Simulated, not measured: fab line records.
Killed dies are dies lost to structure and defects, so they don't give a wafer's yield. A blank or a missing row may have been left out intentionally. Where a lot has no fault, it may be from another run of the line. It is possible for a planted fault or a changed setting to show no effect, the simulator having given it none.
fab line records + flow n5-finfet + part 2 of 2: steps 5 to 6 of 6
[record]
- lots = 20
- wafers = 60
- last-day = 18
route steps=1938 shown BEOL_M9@1422 BEOL_M10@1470
lots untouched by any fault: they come from a run of this same line in which no faults occurred
start-h: the number of hours between the record's first day and the start of the first shown wafer of the lot + wait-h: how many hours have passed since the lot's step before this one + " the same as in the row above + L1.1+2: a row that stands for several wafers + - no value, or no start given + * or withheld: withheld + < > ~ a bound
route shown NAME@n: names a module that has steps shown in the file, with the first one's number in the route + usual: mean/standard deviation of fault-free wafers + same: alike in all rows + chamber/n: place in a boat + sites: per-site readings + _std_site: their standard deviation + _edge_site: mean of outer sites minus mean of inner sites + radius-mm: how far each site lies from the wafer's centre + mask NAME#n: copy n + behind: the last tool/chamber to shape the wafer + hold: why the lot was held/for how many hours/how that ended + device: the transistor (n, p or np) that didn't switch + end of line: tests run on the same wafers once the route is complete + for a step that has no rows: nothing shown but its recipe + killed: not the wafer's yield, but the dies lost to structure and defects at the first sort + map: the dies of a wafer, with x for killed, . for not killed, _ for no die there
set.NAME: the setting as run; set.NAME@STEP: as run at that earlier step + model.NAME: the simulator's own value behind a step, which no gauge read
one table for each step of the route and one row for each wafer, over a sample of lots
services: when a tool's chamber went out of use (start-h, in hours from the record's first day, below 0 if earlier), for how many hours, and the reason
[[steps]]
[step N5_BEOL_M10_ILD_DEP_00]
[recipe]
- material = SiCOH_lowk
- target-thk-a = 3085.1
- temp-c = 300
- precursor = DEMS/porogen
- pressure-torr = 5
- rf-w = 500
- time-s = 58
[usual]
- chamber-pressure-Torr = 4.999/0.01
- heater-power-w = 314/51
- showerhead-plenum-p-Torr = 5.741/0.016
- throttle-valve-pct = 13.9/0.77
| lot.wafer | tool     | chamber | start-h | wait-h | chamber-pressure-Torr | heater-power-w | showerhead-plenum-p-Torr | throttle-valve-pct |
|-----------|----------|---------|---------|--------|-----------------------|----------------|--------------------------|--------------------|
| L076.1    | pecvd-03 | 1       | 237.08  | 0.0    | 5.007                 | 345            | 5.743                    | 13.6               |
| L076.3    | "        | 0       | "       | "      | 4.995                 | 299            | 5.726                    | 13.1               |
| L076.6    | "        | 2       | "       | "      | 5.016                 | 241            | 5.737                    | 12.9               |
| L075.2    | pecvd-03 | 0       | 246.90  | 0.0    | 5.003                 | 291            | 5.719                    | 12.9               |
| L075.4    | "        | 1       | "       | "      | 4.990                 | 376            | 5.742                    | 13.8               |
| L075.6    | "        | 2       | "       | "      | 4.998                 | 233            | 5.736                    | 13.3               |
| L077.1    | pecvd-01 | 0       | 247.17  | 0.0    | 5.003                 | 392            | 5.765                    | 14.1               |
| L077.3    | "        | 2       | "       | "      | 4.991                 | 323            | 5.734                    | 13.9               |
| L077.6    | "        | 2       | "       | "      | 5.011                 | 262            | 5.722                    | 14.1               |
| L078.3    | pecvd-01 | 2       | 264.98  | 0.0    | 4.997                 | 320            | 5.743                    | 13.5               |
| L078.4    | "        | 1       | "       | "      | 5.008                 | 354            | 5.709                    | 14.4               |
| L078.5    | "        | 0       | "       | "      | 4.999                 | 340            | 5.757                    | 14.0               |
| L081.2    | pecvd-01 | 2       | 265.93  | 0.0    | 4.998                 | 290            | 5.733                    | 13.7               |
| L081.3    | "        | 0       | "       | "      | 4.991                 | 337            | 5.760                    | 14.3               |
| L081.5    | "        | 0       | "       | "      | 4.982                 | 346            | 5.765                    | 14.3               |
| L080.1    | pecvd-04 | 0       | 266.21  | 0.0    | 5.000                 | 253            | 5.729                    | 14.0               |
| L080.3    | "        | 2       | "       | "      | 5.010                 | 370            | 5.740                    | 14.2               |
| L080.6    | "        | 0       | "       | "      | 4.988                 | 274            | 5.733                    | 14.1               |
| L074.1    | pecvd-01 | 1       | 267.38  | 0.0    | 4.997                 | 340            | 5.748                    | 14.2               |
| L074.5    | "        | 0       | "       | "      | 4.998                 | 353            | 5.747                    | 14.2               |
| L074.6    | "        | 2       | "       | "      | 4.978                 | 320            | 5.738                    | 13.5               |
| L082.1    | pecvd-01 | 1       | 268.82  | 0.0    | 4.989                 | 320            | 5.713                    | 14.3               |
| L082.2    | "        | 0       | "       | "      | 5.000                 | 358            | 5.757                    | 13.9               |
| L082.4    | "        | 1       | "       | "      | 4.987                 | 324            | 5.714                    | 14.5               |
| L083.1    | pecvd-03 | 2       | 284.02  | 0.0    | 4.992                 | 231            | 5.746                    | 13.0               |
| L083.2    | "        | 1       | "       | "      | 5.014                 | 396            | 5.745                    | 13.6               |
| L083.4    | "        | 2       | "       | "      | 4.989                 | 233            | 5.744                    | 13.0               |
| L084.1    | pecvd-01 | 0       | 284.32  | 0.0    | 5.006                 | 376            | 5.749                    | 14.2               |
| L084.2    | "        | 1       | "       | "      | 5.001                 | 363            | 5.708                    | 14.3               |
| L084.6    | "        | 0       | "       | "      | 5.012                 | 370            | 5.775                    | 14.4               |
| L085.2    | pecvd-03 | 2       | 284.56  | 0.0    | 5.006                 | 236            | 5.738                    | 12.9               |
| L085.3    | "        | 0       | "       | "      | 5.002                 | 330            | 5.750                    | 13.1               |
| L085.6    | "        | 2       | "       | "      | 5.021                 | 239            | 5.757                    | 13.1               |
| L086.1    | pecvd-01 | 2       | 307.71  | 0.0    | 5.017                 | 296            | 5.739                    | 13.8               |
| L086.3    | "        | 0       | "       | "      | 4.991                 | 385            | 5.755                    | 14.0               |
| L086.6    | "        | 0       | "       | "      | 4.992                 | 308            | 5.767                    | 14.2               |
| L087.1    | pecvd-04 | 2       | 323.32  | 0.0    | 5.002                 | 383            | 5.732                    | 14.1               |
| L087.3    | "        | 1       | "       | "      | 5.002                 | 254            | 5.776                    | 16.2               |
| L087.6    | "        | 1       | "       | "      | 5.006                 | 258            | 5.786                    | 16.0               |
| L091.3    | pecvd-04 | 1       | 338.29  | 0.0    | 5.007                 | 265            | 5.799                    | 15.9               |
| L091.5    | "        | 0       | "       | "      | 4.988                 | 282            | 5.732                    | 13.8               |
| L091.6    | "        | 2       | "       | "      | 4.979                 | 355            | 5.734                    | 14.4               |
| L090.1    | pecvd-01 | 1       | 338.82  | 0.0    | 4.994                 | 355            | 5.717                    | 14.2               |
| L090.4    | "        | 2       | "       | "      | 4.998                 | 323            | 5.732                    | 13.8               |
| L090.5    | "        | 0       | "       | "      | 5.005                 | 380            | 5.760                    | 13.9               |
| L092.3    | pecvd-03 | 2       | 339.10  | 0.0    | 5.005                 | 219            | 5.740                    | 13.2               |
| L092.4    | "        | 2       | "       | "      | 5.000                 | 225            | 5.747                    | 13.3               |
| L092.6    | "        | 0       | "       | "      | 5.018                 | 314            | 5.731                    | 12.9               |
| L093.1    | pecvd-01 | 0       | 359.67  | 0.0    | 5.003                 | 393            | 5.766                    | 14.5               |
| L093.2    | "        | 1       | "       | "      | 4.993                 | 352            | 5.727                    | 14.3               |
| L093.4    | "        | 1       | "       | "      | 5.009                 | 356            | 5.735                    | 14.2               |
| L094.1    | pecvd-03 | 1       | 368.07  | 0.0    | 4.993                 | 369            | 5.731                    | 13.8               |
| L094.2    | "        | 0       | "       | "      | 4.991                 | 337            | 5.742                    | 13.2               |
| L094.5    | "        | 1       | "       | "      | 4.993                 | 366            | 5.728                    | 13.6               |
| L096.2    | pecvd-04 | 2       | 377.09  | 0.0    | 4.988                 | 339            | 5.743                    | 14.7               |
| L096.3    | "        | 0       | "       | "      | 5.003                 | 279            | 5.740                    | 13.7               |
| L096.4    | "        | 1       | "       | "      | 5.010                 | 255            | 5.754                    | 16.4               |
| L097.2    | pecvd-03 | 2       | 378.11  | 0.0    | 5.004                 | 198            | 5.750                    | 13.4               |
| L097.4    | "        | 0       | "       | "      | 4.971                 | 334            | 5.739                    | 13.3               |
| L097.5    | "        | 1       | "       | "      | 5.003                 | 385            | 5.741                    | 13.6               |
[step N5_BEOL_M10_ETCH_62]
[recipe]
- chemistry = N2/H2
- target = SOC
- target-depth-a = 1100
- overetch-a = 220
- mask-material = SiARC
- temp-c = 40
- time-s = 165
- ion-energy-ev = 200
- pressure-mtorr = 30
- source-w = 840
- bias-w = 150
- n2-flow-sccm = 200
- h2-flow-sccm = 200
[usual]
- drypump-motor-current-A = 5.5/0.53
- oes-product-au = 0.66/0.05
- rf-vpp-V = 525.2/2.3
- showerhead-plenum-p-Torr = 2.59/0.082
- throttle-valve-pct = 17.95/0.099
| lot.wafer | tool        | chamber | start-h | wait-h | drypump-motor-current-A | oes-product-au | rf-hours-counter-h | rf-vpp-V | showerhead-plenum-p-Torr | throttle-valve-pct |
|-----------|-------------|---------|---------|--------|-------------------------|----------------|--------------------|----------|--------------------------|--------------------|
| L076.1    | rie-diel-03 | 3       | 240.43  | 0.0    | 6.4                     | 0.83           | 2                  | 527.1    | 2.73                     | 17.78              |
| L076.3    | "           | 1       | "       | "      | 5.3                     | 0.66           | 138                | 524.3    | 2.56                     | 17.99              |
| L076.6    | "           | 0       | "       | "      | 5.7                     | 0.63           | -                  | 525.9    | 2.65                     | 18.00              |
| L075.2    | rie-diel-05 | 3       | 252.09  | 0.0    | 4.6                     | 0.70           | 89                 | 528.1    | 2.67                     | 17.87              |
| L075.4    | "           | 1       | "       | "      | 5.7                     | 0.69           | 96                 | 521.7    | 2.47                     | 18.01              |
| L075.6    | "           | 1       | "       | "      | 5.7                     | 0.70           | -                  | 522.0    | 2.47                     | 18.03              |
| L077.1    | rie-diel-05 | 0       | 252.43  | 0.0    | 6.2                     | 0.68           | 102                | 520.9    | 2.45                     | 17.97              |
| L077.3    | "           | 3       | "       | "      | 4.6                     | 0.69           | 89                 | 527.5    | 2.67                     | 17.88              |
| L077.6    | "           | 3       | "       | "      | 4.6                     | 0.69           | -                  | 527.1    | 2.67                     | 17.88              |
| L078.3    | rie-diel-01 | 2       | 267.05  | 0.0    | 5.0                     | 0.60           | 206                | 526.6    | 2.60                     | 17.99              |
| L078.4    | "           | 3       | "       | "      | 5.3                     | 0.59           | 214                | 526.7    | 2.62                     | 17.89              |
| L078.5    | "           | 1       | "       | "      | 5.2                     | 0.69           | -                  | 523.1    | 2.58                     | 17.78              |
| L081.2    | rie-diel-03 | 3       | 267.74  | 0.0    | 6.3                     | 0.80           | 13                 | 529.1    | 2.72                     | 17.80              |
| L081.3    | "           | 2       | "       | "      | 5.3                     | 0.63           | 154                | 523.3    | 2.53                     | 18.09              |
| L081.5    | "           | 3       | "       | "      | 6.3                     | 0.80           | -                  | 529.2    | 2.72                     | 17.78              |
| L080.1    | rie-diel-01 | 0       | 268.20  | 0.0    | 6.3                     | 0.66           | 122                | 524.0    | 2.57                     | 17.83              |
| L080.3    | "           | 2       | "       | "      | 4.9                     | 0.61           | 207                | 526.7    | 2.60                     | 17.99              |
| L080.6    | "           | 3       | "       | "      | 5.3                     | 0.60           | -                  | 525.5    | 2.62                     | 17.88              |
| L074.1    | rie-diel-05 | 3       | 271.69  | 0.0    | 4.6                     | 0.68           | 97                 | 527.8    | 2.67                     | 17.89              |
| L074.5    | "           | 3       | "       | "      | 4.6                     | 0.68           | -                  | 527.7    | 2.67                     | 17.90              |
| L074.6    | "           | 2       | "       | "      | 5.6                     | 0.69           | -                  | 527.3    | 2.70                     | 17.96              |
| L082.1    | rie-diel-01 | 1       | 272.05  | 0.0    | 5.3                     | 0.69           | 75                 | 526.0    | 2.58                     | 17.79              |
| L082.2    | "           | 0       | "       | "      | 6.4                     | 0.66           | 124                | 524.1    | 2.57                     | 17.82              |
| L082.4    | "           | 2       | "       | "      | 5.0                     | 0.61           | 208                | 526.9    | 2.60                     | 17.98              |
| L083.1    | rie-diel-05 | 1       | 286.54  | 0.0    | 5.6                     | 0.68           | 104                | 523.6    | 2.47                     | 18.02              |
| L083.2    | "           | 2       | "       | "      | 5.6                     | 0.69           | 89                 | 528.2    | 2.69                     | 17.95              |
| L083.4    | "           | 3       | "       | "      | 4.6                     | 0.67           | -                  | 527.8    | 2.67                     | 17.91              |
| L084.1    | rie-diel-01 | 3       | 286.59  | 0.0    | 5.3                     | 0.58           | 222                | 525.8    | 2.62                     | 17.89              |
| L084.2    | "           | 2       | "       | "      | 4.9                     | 0.60           | 214                | 525.0    | 2.60                     | 18.00              |
| L084.6    | "           | 2       | "       | "      | 4.9                     | 0.60           | -                  | 526.1    | 2.60                     | 18.02              |
| L085.2    | rie-diel-01 | 3       | 286.84  | 0.0    | 5.4                     | 0.59           | 222                | 526.7    | 2.62                     | 17.88              |
| L085.3    | "           | 2       | "       | "      | 4.9                     | 0.61           | 214                | 526.0    | 2.60                     | 18.00              |
| L085.6    | "           | 2       | "       | "      | 4.9                     | 0.60           | -                  | 526.5    | 2.60                     | 18.01              |
| L086.1    | rie-diel-01 | 2       | 310.62  | 0.0    | 4.9                     | 0.59           | 223                | 526.9    | 2.60                     | 18.00              |
| L086.3    | "           | 0       | "       | "      | 6.4                     | 0.65           | 137                | 523.7    | 2.57                     | 17.85              |
| L086.6    | "           | 2       | "       | "      | 4.9                     | 0.59           | -                  | 526.5    | 2.60                     | 18.01              |
| L087.1    | rie-diel-03 | 3       | 325.87  | 0.0    | 6.3                     | 0.76           | 33                 | 528.8    | 2.71                     | 17.82              |
| L087.3    | "           | 0       | "       | "      | 5.7                     | 0.61           | 198                | 526.5    | 2.64                     | 18.04              |
| L087.6    | "           | 3       | "       | "      | 6.4                     | 0.77           | -                  | 528.1    | 2.71                     | 17.83              |
| L091.3    | rie-diel-03 | 3       | 340.48  | 0.0    | 6.3                     | 0.76           | 40                 | 528.4    | 2.71                     | 17.86              |
| L091.5    | "           | 3       | "       | "      | 6.4                     | 0.75           | -                  | 528.9    | 2.71                     | 17.84              |
| L091.6    | "           | 0       | "       | "      | 5.7                     | 0.60           | -                  | 527.6    | 2.64                     | 18.04              |
| L090.1    | rie-diel-05 | 2       | 340.72  | 0.0    | 5.6                     | 0.67           | 109                | 526.2    | 2.68                     | 17.99              |
| L090.4    | "           | 1       | "       | "      | 5.7                     | 0.67           | 125                | 520.5    | 2.46                     | 18.07              |
| L090.5    | "           | 3       | "       | "      | 4.6                     | 0.66           | -                  | 528.2    | 2.66                     | 17.94              |
| L092.3    | rie-diel-01 | 2       | 341.04  | 0.0    | 5.0                     | 0.59           | 234                | 525.9    | 2.59                     | 18.03              |
| L092.4    | "           | 0       | "       | "      | 6.4                     | 0.64           | 147                | 525.6    | 2.56                     | 17.87              |
| L092.6    | "           | 1       | "       | "      | 5.2                     | 0.67           | -                  | 525.5    | 2.57                     | 17.82              |
| L093.1    | rie-diel-05 | 3       | 363.11  | 0.0    | 4.6                     | 0.66           | 131                | 528.4    | 2.65                     | 17.94              |
| L093.2    | "           | 1       | "       | "      | 5.7                     | 0.66           | 134                | 520.7    | 2.46                     | 18.07              |
| L093.4    | "           | 0       | "       | "      | 6.2                     | 0.66           | 135                | 521.8    | 2.44                     | 18.02              |
| L094.1    | rie-diel-03 | 3       | 371.84  | 0.0    | 6.3                     | 0.74           | 51                 | 526.0    | 2.71                     | 17.85              |
| L094.2    | "           | 2       | "       | "      | 5.3                     | 0.60           | 189                | 524.7    | 2.52                     | 18.16              |
| L094.5    | "           | 0       | "       | "      | 5.7                     | 0.59           | -                  | 525.3    | 2.63                     | 18.06              |
| L096.2    | rie-diel-03 | 0       | 380.09  | 0.0    | 5.7                     | 0.60           | 219                | 525.8    | 2.63                     | 18.08              |
| L096.3    | "           | 1       | "       | "      | 5.2                     | 0.63           | 181                | 523.6    | 2.54                     | 18.06              |
| L096.4    | "           | 3       | "       | "      | 6.3                     | 0.73           | 54                 | 527.7    | 2.71                     | 17.87              |
| L097.2    | rie-diel-05 | 3       | 380.17  | 0.0    | 4.6                     | 0.65           | 137                | 526.3    | 2.65                     | 17.96              |
| L097.4    | "           | 1       | "       | "      | 5.7                     | 0.65           | 139                | 520.6    | 2.45                     | 18.06              |
| L097.5    | "           | 1       | "       | "      | 5.6                     | 0.65           | -                  | 521.9    | 2.45                     | 18.08              |
[[services]]
| tool         | chamber | start-h | hours | kind                          |
|--------------|---------|---------|-------|-------------------------------|
| rie-diel-01  | 0       | 228.17  | 6.0   | repair                        |
| rie-diel-04  | 0       | 228.92  | -     | clean                         |
| rie-diel-04  | 0       | 228.92  | -     | consumable-replace:focus-ring |
| rie-diel-04  | 0       | 228.92  | -     | consumable-replace:showerhead |
| rie-diel-04  | 0       | 228.92  | 27.6  | scheduled-down                |
| rie-diel-04  | 0       | 228.92  | 27.6  | vent-cycle                    |
| rie-diel-01  | -       | 238.12  | 15.6  | pm                            |
| rie-diel-04  | 1       | 256.49  | -     | clean                         |
| rie-diel-04  | 1       | 256.49  | -     | consumable-replace:focus-ring |
| rie-diel-04  | 1       | 256.49  | 17.6  | scheduled-down                |
| rie-diel-04  | 1       | 256.49  | 17.6  | vent-cycle                    |
| rie-diel-06  | 1       | 256.96  | 4.2   | repair                        |
| rie-diel-01  | 1       | 263.76  | 3.0   | repair                        |
| pecvd-01     | -       | 276.86  | 5.5   | pm                            |
| rie-metal-01 | -       | 293.33  | 0.5   | repair                        |
| rie-diel-06  | -       | 301.29  | 2.1   | repair                        |
| rie-metal-02 | 1       | 320.48  | 2.3   | repair                        |
| rie-diel-01  | -       | 322.39  | 0.2   | repair                        |
| rie-metal-02 | -       | 325.32  | 0.7   | repair                        |
| rie-diel-03  | 1       | 336.08  | 13.1  | repair                        |
| pecvd-04     | 0       | 342.55  | 3.9   | repair                        |
| rie-metal-01 | 0       | 342.64  | 13.4  | repair                        |
| rie-diel-02  | -       | 350.76  | 0.6   | repair                        |
| rie-diel-04  | -       | 369.49  | 0.5   | repair                        |
